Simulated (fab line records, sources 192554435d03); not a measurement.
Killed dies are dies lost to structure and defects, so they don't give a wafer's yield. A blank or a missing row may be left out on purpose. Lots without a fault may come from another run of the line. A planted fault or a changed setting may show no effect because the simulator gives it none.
One fault seen from 2 desks | flow n5_finfet | each desk has only its own numbers; what lay behind them comes last

THE METROLOGY DESK
What the gauges read, lot by lot, whatever tool the lot ran on: means of the sampled wafers that have a number. A lot is out of limits, marked OUT, if its mean lies more than 4 standard deviations from the usual mean; the brackets give that distance.
Columns: A = cd_nm at N5_BEOL_M8_CD_MEAS_11, usual 38.4 nm; B = M8_OVL at N5_BEOL_M8_OVL_MEAS_12, usual 0.2 nm
lot  | first seen here | A    | B
L817 | day 9 18:00     | 38.5 | 0.8
L822 | day 11 02:52    | 39.0 | -0.4
L823 | day 11 07:52    | 38.6 | 0.2
L824 | day 11 08:38    | 38.8 | 0.2
L825 | day 11 09:33    | 38.5 | 0.9
L826 | day 11 20:26    | 38.1 | 0.5
L831 | day 13 16:44    | 38.8 | 20.1 (+30) OUT
L835 | day 15 08:51    | 38.0 | 20.5 (+31) OUT
L837 | day 15 09:11    | 38.8 | 0.0
L838 | day 16 07:01    | 38.4 | -0.0
L839 | day 16 07:14    | 38.2 | 0.5
This desk's finding: out of limits on L831, L835; first on L831, day 13 16:46 (M8_OVL at N5_BEOL_M8_OVL_MEAS_12). In limits: L817, L822, L823, L824, L825, L826, L837, L838, L839.

THE TOOL OWNER'S DESK: arfi_scanner-02
The tool's own readings at N5_BEOL_M8_EXPOSE_08 (exposes mask M8): means of the sampled wafers that have a number, for each lot that ran on this tool. A lot is out of limits, marked OUT, if its mean lies more than 4 standard deviations from the usual mean; the brackets give that distance.
Columns: A = stage_vel_mm_s at N5_BEOL_M8_EXPOSE_08, usual 500.01 mm/s
lot  | first seen here | A
L823 | day 11 07:44    | 500.07
L825 | day 11 09:25    | 500.05
L831 | day 13 16:37    | 499.91
L835 | day 15 08:44    | 500.26
This desk's finding: nothing out of limits on any of the 4 lots.

PUT TOGETHER
The metrology desk could have raised an alarm at day 13 16:46, on L831, L835.
The tool owner's desk saw nothing out of limits.
The tool owner's desk has L831, L835 on record, within its limits.
Of the lots named, all ran N5_BEOL_M8_EXPOSE_08 on arfi_scanner-02.

WHAT THE SIMULATOR HAD PUT IN
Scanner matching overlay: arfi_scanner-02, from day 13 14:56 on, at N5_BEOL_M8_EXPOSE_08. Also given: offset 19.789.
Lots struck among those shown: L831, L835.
Hours from the fault's start to each desk's first reading out of limits: the metrology desk, 2.
